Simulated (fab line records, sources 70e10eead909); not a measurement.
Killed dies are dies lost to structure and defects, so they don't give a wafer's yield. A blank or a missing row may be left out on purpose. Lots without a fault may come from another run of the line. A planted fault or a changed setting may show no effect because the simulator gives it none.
A sampling plan put to the test | flow nand_harc | one fab line, 40 faults that these records tell of, each judged on the records of the lots that it struck; 2 more are left out, because the records don't allow judging them
The plan is the line's own looks: the steps of the route at which a gauge or an inspection reads the wafer and doesn't change it. A look can be judged if struck wafers have a number there and the file gives its usual mean and standard deviation on fault-free wafers. Caught: at a look after the fault's first step, the mean of the struck wafers lies 4 or more of those standard deviations (sigma) from the usual mean. On the tool: the same test on the tool's own readings at the fault's steps. Another recipe on the struck wafers, or a record that is blank for them alone, also counts as caught.

THE FAULTS, as the simulator had put them in
1. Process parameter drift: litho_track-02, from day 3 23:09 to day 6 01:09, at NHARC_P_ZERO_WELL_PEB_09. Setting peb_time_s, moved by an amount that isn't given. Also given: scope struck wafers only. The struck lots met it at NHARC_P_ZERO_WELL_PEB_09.
2. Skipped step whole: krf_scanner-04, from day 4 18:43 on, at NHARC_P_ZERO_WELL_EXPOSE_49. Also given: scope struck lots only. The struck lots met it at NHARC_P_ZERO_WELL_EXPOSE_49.
3. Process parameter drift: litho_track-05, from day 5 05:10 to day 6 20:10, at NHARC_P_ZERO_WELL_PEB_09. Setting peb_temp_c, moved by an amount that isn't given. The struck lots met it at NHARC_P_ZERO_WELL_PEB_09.
4. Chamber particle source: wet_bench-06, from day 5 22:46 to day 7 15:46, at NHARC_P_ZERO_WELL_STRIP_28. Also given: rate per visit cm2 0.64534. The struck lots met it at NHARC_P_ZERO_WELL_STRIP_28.
5. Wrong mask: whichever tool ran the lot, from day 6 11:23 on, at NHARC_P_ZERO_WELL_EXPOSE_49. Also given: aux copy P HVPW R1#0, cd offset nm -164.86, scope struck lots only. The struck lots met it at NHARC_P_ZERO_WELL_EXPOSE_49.
6. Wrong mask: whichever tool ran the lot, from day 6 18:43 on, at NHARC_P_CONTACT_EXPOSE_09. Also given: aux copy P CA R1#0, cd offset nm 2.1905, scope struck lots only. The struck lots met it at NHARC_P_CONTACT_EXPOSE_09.
7. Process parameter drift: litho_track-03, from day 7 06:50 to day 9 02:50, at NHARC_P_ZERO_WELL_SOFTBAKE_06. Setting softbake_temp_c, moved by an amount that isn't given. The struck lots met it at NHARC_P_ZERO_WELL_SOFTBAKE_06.
8. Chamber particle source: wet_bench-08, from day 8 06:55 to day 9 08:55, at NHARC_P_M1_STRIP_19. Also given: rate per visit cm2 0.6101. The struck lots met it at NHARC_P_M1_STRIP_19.
9. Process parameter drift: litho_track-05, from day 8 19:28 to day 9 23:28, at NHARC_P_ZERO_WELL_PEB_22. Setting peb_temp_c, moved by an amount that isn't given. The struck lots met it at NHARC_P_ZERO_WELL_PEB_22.
10. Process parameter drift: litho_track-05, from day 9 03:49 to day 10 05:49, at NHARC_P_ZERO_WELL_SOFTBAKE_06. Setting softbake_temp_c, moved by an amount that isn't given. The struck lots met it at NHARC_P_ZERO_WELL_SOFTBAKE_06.
11. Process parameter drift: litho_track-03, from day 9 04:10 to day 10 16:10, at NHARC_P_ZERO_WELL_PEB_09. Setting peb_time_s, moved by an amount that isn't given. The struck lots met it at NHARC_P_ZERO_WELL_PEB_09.
12. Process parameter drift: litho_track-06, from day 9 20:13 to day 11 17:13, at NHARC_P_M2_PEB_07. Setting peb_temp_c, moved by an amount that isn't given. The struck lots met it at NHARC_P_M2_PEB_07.
13. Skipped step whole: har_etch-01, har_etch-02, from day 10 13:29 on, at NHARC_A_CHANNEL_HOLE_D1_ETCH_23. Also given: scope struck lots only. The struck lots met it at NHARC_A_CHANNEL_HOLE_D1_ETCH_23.
14. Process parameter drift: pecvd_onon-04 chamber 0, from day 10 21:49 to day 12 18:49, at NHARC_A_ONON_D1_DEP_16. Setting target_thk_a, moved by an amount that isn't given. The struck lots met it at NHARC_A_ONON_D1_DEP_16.
15. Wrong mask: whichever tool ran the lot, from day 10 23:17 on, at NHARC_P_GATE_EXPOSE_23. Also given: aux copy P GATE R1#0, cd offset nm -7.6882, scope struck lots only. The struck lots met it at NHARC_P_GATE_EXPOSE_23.
16. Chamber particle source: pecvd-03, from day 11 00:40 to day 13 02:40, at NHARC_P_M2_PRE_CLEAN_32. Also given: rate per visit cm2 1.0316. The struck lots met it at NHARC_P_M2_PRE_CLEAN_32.
17. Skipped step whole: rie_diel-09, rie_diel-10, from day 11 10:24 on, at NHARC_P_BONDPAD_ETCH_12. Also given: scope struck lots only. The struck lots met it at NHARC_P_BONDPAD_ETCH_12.
18. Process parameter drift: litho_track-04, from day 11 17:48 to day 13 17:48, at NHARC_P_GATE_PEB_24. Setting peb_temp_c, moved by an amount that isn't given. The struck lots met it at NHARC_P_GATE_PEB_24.
19. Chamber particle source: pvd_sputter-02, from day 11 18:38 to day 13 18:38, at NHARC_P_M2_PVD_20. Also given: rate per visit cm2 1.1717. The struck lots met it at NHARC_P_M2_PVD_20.
20. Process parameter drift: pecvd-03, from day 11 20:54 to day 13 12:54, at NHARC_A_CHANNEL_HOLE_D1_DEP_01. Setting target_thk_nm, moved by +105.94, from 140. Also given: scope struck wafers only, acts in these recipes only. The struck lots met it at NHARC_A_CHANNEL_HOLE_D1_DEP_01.
21. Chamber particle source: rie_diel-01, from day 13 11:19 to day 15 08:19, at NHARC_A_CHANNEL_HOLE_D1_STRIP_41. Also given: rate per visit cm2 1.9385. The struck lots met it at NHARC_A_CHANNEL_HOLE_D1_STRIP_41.
22. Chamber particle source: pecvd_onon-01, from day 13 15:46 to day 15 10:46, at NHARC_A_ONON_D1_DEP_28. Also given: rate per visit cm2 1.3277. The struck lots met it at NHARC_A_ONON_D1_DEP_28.
23. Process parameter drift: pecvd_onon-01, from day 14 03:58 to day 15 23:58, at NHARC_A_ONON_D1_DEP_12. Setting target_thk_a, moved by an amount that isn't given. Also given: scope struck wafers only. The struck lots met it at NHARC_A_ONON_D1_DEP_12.
24. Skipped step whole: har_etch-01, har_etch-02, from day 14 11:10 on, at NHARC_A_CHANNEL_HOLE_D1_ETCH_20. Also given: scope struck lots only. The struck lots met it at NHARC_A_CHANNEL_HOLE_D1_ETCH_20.
25. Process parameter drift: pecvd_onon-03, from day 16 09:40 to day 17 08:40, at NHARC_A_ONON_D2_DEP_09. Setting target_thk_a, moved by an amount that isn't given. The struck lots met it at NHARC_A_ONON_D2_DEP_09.
26. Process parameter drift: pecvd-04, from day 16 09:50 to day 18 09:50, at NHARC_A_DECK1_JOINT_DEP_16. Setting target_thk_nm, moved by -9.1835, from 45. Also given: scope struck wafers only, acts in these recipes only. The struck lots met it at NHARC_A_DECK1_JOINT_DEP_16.
27. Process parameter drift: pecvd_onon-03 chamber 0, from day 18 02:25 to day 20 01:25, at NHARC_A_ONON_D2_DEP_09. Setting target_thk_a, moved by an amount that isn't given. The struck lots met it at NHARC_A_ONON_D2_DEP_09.
28. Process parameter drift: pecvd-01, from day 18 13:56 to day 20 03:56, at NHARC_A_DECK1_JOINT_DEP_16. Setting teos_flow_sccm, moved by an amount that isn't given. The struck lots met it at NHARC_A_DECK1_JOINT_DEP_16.
29. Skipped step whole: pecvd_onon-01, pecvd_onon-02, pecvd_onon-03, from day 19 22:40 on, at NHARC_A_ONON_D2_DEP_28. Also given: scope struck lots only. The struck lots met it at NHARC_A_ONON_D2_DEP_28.
30. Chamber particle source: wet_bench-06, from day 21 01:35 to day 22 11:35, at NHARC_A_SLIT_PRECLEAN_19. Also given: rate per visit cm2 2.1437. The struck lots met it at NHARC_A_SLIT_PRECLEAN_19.
31. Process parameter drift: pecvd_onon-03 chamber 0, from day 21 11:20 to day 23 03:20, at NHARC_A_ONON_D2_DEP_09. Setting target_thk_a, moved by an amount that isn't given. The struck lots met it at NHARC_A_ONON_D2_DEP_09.
32. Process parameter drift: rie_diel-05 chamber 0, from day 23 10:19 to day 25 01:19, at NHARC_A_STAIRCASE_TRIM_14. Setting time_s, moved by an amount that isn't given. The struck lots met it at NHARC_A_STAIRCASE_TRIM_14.
33. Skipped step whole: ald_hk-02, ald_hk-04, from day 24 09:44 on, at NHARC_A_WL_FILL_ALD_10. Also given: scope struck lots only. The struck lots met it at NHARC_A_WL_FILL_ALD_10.
34. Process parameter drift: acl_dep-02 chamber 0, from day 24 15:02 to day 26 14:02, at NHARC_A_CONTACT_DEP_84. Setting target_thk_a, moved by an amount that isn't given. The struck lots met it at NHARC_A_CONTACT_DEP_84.
35. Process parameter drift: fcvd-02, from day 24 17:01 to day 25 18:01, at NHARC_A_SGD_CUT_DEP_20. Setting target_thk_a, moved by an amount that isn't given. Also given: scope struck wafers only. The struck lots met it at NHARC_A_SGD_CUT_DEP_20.
36. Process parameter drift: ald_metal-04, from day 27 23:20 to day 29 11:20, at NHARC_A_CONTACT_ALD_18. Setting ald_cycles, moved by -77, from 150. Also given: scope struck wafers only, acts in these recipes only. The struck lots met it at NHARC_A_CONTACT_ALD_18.
37. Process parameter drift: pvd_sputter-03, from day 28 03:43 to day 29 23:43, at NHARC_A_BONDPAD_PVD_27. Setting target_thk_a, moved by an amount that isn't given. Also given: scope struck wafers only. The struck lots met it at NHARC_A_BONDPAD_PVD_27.
38. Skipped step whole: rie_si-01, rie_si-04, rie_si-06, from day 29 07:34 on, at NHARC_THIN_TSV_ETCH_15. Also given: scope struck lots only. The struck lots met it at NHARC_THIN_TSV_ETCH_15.
39. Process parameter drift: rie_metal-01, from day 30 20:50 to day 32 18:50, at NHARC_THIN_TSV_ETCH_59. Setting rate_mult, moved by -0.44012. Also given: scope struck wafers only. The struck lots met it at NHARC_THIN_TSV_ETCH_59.
40. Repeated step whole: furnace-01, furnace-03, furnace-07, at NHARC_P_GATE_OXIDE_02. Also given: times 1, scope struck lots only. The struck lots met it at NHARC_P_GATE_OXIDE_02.

WHAT THE PLAN SAW
fault | on the tool itself                               | first look that catches it                      | reading, sigma                                       | median hours from its first step to that look | hours from the fault's start to the first struck lot there | judged looks passed uncaught
1     | no reading that can be judged                    | NHARC_P_ZERO_WELL_CD_MEAS_11                    | cd_nm +14                                            | 0.1                                           | 10                                                         | 0
2     | no reading that can be judged                    | NHARC_P_ZERO_WELL_INSPECT_43                    | raw_defect_count +99 or beyond                       | 2.0                                           | 7                                                          | 0
3     | plate_temp_C -46 sigma                           | NHARC_P_ZERO_WELL_CD_MEAS_11                    | cd_nm -41                                            | 0.1                                           | 10                                                         | 0
4     | no reading that can be judged                    | NHARC_P_ZERO_WELL_INSPECT_43                    | raw_defect_count +65                                 | 4.5                                           | 10                                                         | 0
5     | no reading that can be judged                    | NHARC_P_ZERO_WELL_CD_MEAS_52                    | cd_nm -99 or beyond                                  | 0.1                                           | 5                                                          | 0
6     | no reading that can be judged                    | none of the 2 looks that can be judged after it | strongest: cd_nm at NHARC_P_CONTACT_CD_MEAS_12, +3.0 | -                                             | -                                                          | 2
7     | heater_power_total_W +6.2 sigma                  | NHARC_P_ZERO_WELL_CD_MEAS_11                    | cd_nm +5.5                                           | 1.2                                           | 20                                                         | 0
8     | no reading that can be judged                    | NHARC_END_SORT_01                               | killed_at_periphery +22                              | 427.5                                         | 427                                                        | 1
9     | plate_temp_C -34 sigma                           | NHARC_P_ZERO_WELL_CD_MEAS_24                    | cd_nm -6.5                                           | 0.1                                           | 5                                                          | 0
10    | heater_power_total_W +27 sigma                   | NHARC_P_ZERO_WELL_CD_MEAS_11                    | cd_nm +29                                            | 1.2                                           | 5                                                          | 0
11    | heater_power_total_W +69 sigma                   | NHARC_P_ZERO_WELL_CD_MEAS_11                    | cd_nm -13                                            | 0.1                                           | 15                                                         | 0
12    | plate_temp_C +12 sigma                           | NHARC_P_M2_CD_MEAS_09                           | cd_nm +11                                            | 0.1                                           | 6                                                          | 0
13    | the tool's record is blank for the struck wafers | NHARC_A_CHANNEL_HOLE_D1_CD_MEAS_30              | cd_nm -89                                            | 5.3                                           | 14                                                         | 0
14    | no reading that can be judged                    | NHARC_A_ONON_D1_THK_MEAS_18                     | thk_nm -61                                           | 0.4                                           | 9                                                          | 0
15    | under 2 sigma                                    | NHARC_P_GATE_CD_MEAS_26                         | cd_nm -14                                            | 0.1                                           | 0                                                          | 0
16    | under 2 sigma                                    | NHARC_END_SORT_01                               | killed_at_periphery +28                              | 426.5                                         | 433                                                        | 0
17    | the tool's record is blank for the struck wafers | NHARC_END_SORT_01                               | killed_at_periphery +99 or beyond                    | 426.8                                         | 441                                                        | 0
18    | plate_temp_C +92 sigma                           | NHARC_P_GATE_CD_MEAS_26                         | cd_nm -54                                            | 0.1                                           | 19                                                         | 0
19    | under 2 sigma                                    | NHARC_END_SORT_01                               | killed_at_periphery +31                              | 417.9                                         | 433                                                        | 1
20    | under 2 sigma                                    | NHARC_END_SORT_01                               | killed_at_array +29                                  | 390.3                                         | 394                                                        | 0
21    | no reading that can be judged                    | NHARC_A_CHANNEL_HOLE_D1_INSPECT_40              | raw_defect_count +42                                 | 1.2                                           | 5                                                          | 0
22    | under 2 sigma                                    | NHARC_A_ONON_D1_INSPECT_32                      | raw_defect_count +35                                 | 1.0                                           | 12                                                         | 1
23    | no reading that can be judged                    | NHARC_A_ONON_D1_THK_MEAS_14                     | thk_nm +60                                           | 0.5                                           | 12                                                         | 0
24    | the tool's record is blank for the struck wafers | NHARC_A_CHANNEL_HOLE_D1_CD_MEAS_30              | cd_nm -89                                            | 5.4                                           | 5                                                          | 0
25    | no reading that can be judged                    | NHARC_A_ONON_D2_THK_MEAS_11                     | thk_nm -61                                           | 0.4                                           | 10                                                         | 0
26    | under 2 sigma                                    | NHARC_A_DECK1_JOINT_THK_MEAS_17                 | thk_nm -6.3                                          | 0.3                                           | 7                                                          | 0
27    | no reading that can be judged                    | NHARC_A_ONON_D2_THK_MEAS_11                     | thk_nm -34                                           | 0.4                                           | 22                                                         | 0
28    | mfc_precursor_sccm -38 sigma                     | NHARC_A_DECK1_JOINT_THK_MEAS_17                 | thk_nm -4.0                                          | 0.2                                           | 8                                                          | 0
29    | the tool's record is blank for the struck wafers | NHARC_END_SORT_01                               | killed_at_array +29                                  | 274.0                                         | 284                                                        | 0
30    | under 2 sigma                                    | NHARC_A_SIN_REMOVE_INSPECT_04                   | raw_defect_count +16                                 | 6.8                                           | 27                                                         | 0
31    | no reading that can be judged                    | NHARC_A_ONON_D2_THK_MEAS_11                     | thk_nm +37                                           | 0.5                                           | 12                                                         | 0
32    | run_length_s -99 or beyond sigma                 | NHARC_END_SORT_01                               | killed_at_array +29                                  | 211.0                                         | 243                                                        | 0
33    | the tool's record is blank for the struck wafers | NHARC_END_SORT_01                               | killed_at_array +29                                  | 92.1                                          | 91                                                         | 0
34    | under 2 sigma                                    | NHARC_END_SORT_01                               | killed_dies +29                                      | 54.2                                          | 68                                                         | 0
35    | no reading that can be judged                    | no look after it can be judged                  | -                                                    | -                                             | -                                                          | 0
36    | under 2 sigma                                    | NHARC_END_SORT_01                               | killed_dies +29                                      | 51.0                                          | 53                                                         | 0
37    | under 2 sigma                                    | NHARC_END_SORT_01                               | defect_limited_yield -29                             | 31.1                                          | 40                                                         | 1
38    | the tool's record is blank for the struck wafers | NHARC_END_SORT_01                               | killed_at_other +99 or beyond                        | 16.0                                          | 20                                                         | 0
39    | oes_product_au -40 sigma                         | NHARC_THIN_TSV_CD_MEAS_37                       | cd_nm +7.2                                           | 1.1                                           | 46                                                         | 0
40    | under 2 sigma                                    | NHARC_END_SORT_01                               | killed_at_periphery +99 or beyond                    | 473.5                                         | -                                                          | 1
A dash: the fault isn't caught, or these records don't give the number.

Caught at a look: 38 of 40. Caught on the tool: 16 of 40. By one or the other: 38 of 40.
Caught at a look alone: faults 1, 2, 4, 5, 8, 14, 15, 16, 19, 20, 21, 22, 23, 25, 26, 27, 30, 31, 34, 36, 37, 40.
Caught by neither: faults 6, 35.

THINNER SAMPLING
If the look that catches a fault measured only every second or every third lot, by lot number, the first struck lot would be measured this late in the worst case:
fault | struck lots at that look, in order of time | every lot | every second lot | every third lot
1     | L603, L606, L608                           | 10 h      | 30 h             | may miss all 3
2     | L717, L718                                 | 7 h       | 17 h             | may miss all 2
3     | L831, L833                                 | 10 h      | may miss all 2   | may miss all 2
4     | L703, L705                                 | 10 h      | may miss all 2   | may miss all 2
5     | L494                                       | 5 h       | may miss it      | may miss it
7     | L655, L656                                 | 20 h      | 30 h             | may miss all 2
8     | L366, L365                                 | 427 h     | 445 h            | may miss all 2
9     | L142, L144                                 | 5 h       | may miss all 2   | may miss all 2
10    | L980, L981                                 | 5 h       | 15 h             | may miss all 2
11    | L705, L706                                 | 15 h      | 25 h             | may miss all 2
12    | L655, L656                                 | 6 h       | 22 h             | may miss all 2
13    | L309, L308                                 | 14 h      | 19 h             | may miss all 2
14    | L817, L820                                 | 9 h       | 39 h             | may miss all 2
15    | L710                                       | 0 h       | may miss it      | may miss it
16    | L567, L570                                 | 433 h     | 458 h            | may miss all 2
17    | L337, L336                                 | 441 h     | 441 h            | may miss all 2
18    | L734, L736                                 | 19 h      | may miss all 2   | may miss all 2
19    | L845, L848                                 | 433 h     | 453 h            | may miss all 2
20    | L164, L166, L167                           | 394 h     | 432 h            | may miss all 3
21    | L288, L289, L291                           | 5 h       | 29 h             | may miss all 3
22    | L936, L938                                 | 12 h      | may miss all 2   | may miss all 2
23    | L563, L565, L566                           | 12 h      | 38 h             | may miss all 3
24    | L559, L560, L562                           | 5 h       | 10 h             | may miss all 3
25    | L136, L137                                 | 10 h      | 20 h             | may miss all 2
26    | L295, L299                                 | 7 h       | may miss all 2   | may miss all 2
27    | L110, L111                                 | 22 h      | 47 h             | may miss all 2
28    | L411, L412                                 | 8 h       | 33 h             | may miss all 2
29    | L181, L180, L182                           | 284 h     | 285 h            | 337 h
30    | L270, L271, L272                           | 27 h      | 32 h             | 40 h
31    | L750, L752                                 | 12 h      | may miss all 2   | may miss all 2
32    | L185                                       | 243 h     | may miss it      | may miss it
33    | L112, L113, L114                           | 91 h      | 92 h             | 100 h
34    | L511, L512                                 | 68 h      | 86 h             | may miss all 2
36    | L645, L646, L647                           | 53 h      | 66 h             | 67 h
37    | L539                                       | 40 h      | may miss it      | may miss it
38    | L203, L204, L205                           | 20 h      | 32 h             | 33 h
39    | L528                                       | 46 h      | may miss it      | may miss it
Hours are from the fault's start to the first struck lot that is measured. The limit of 4 sigma was tested on all struck wafers together, so one lot alone may lie under it. Other struck lots may not be in these records.

THE LONGEST TIMED WAY FROM STEP TO LOOK
Fault 40: a median of 473.5 hours passes between NHARC_P_GATE_OXIDE_02 and NHARC_END_SORT_01. The look between them that can be judged stayed within 4 sigma: NHARC_P_GATE_CD_MEAS_59.
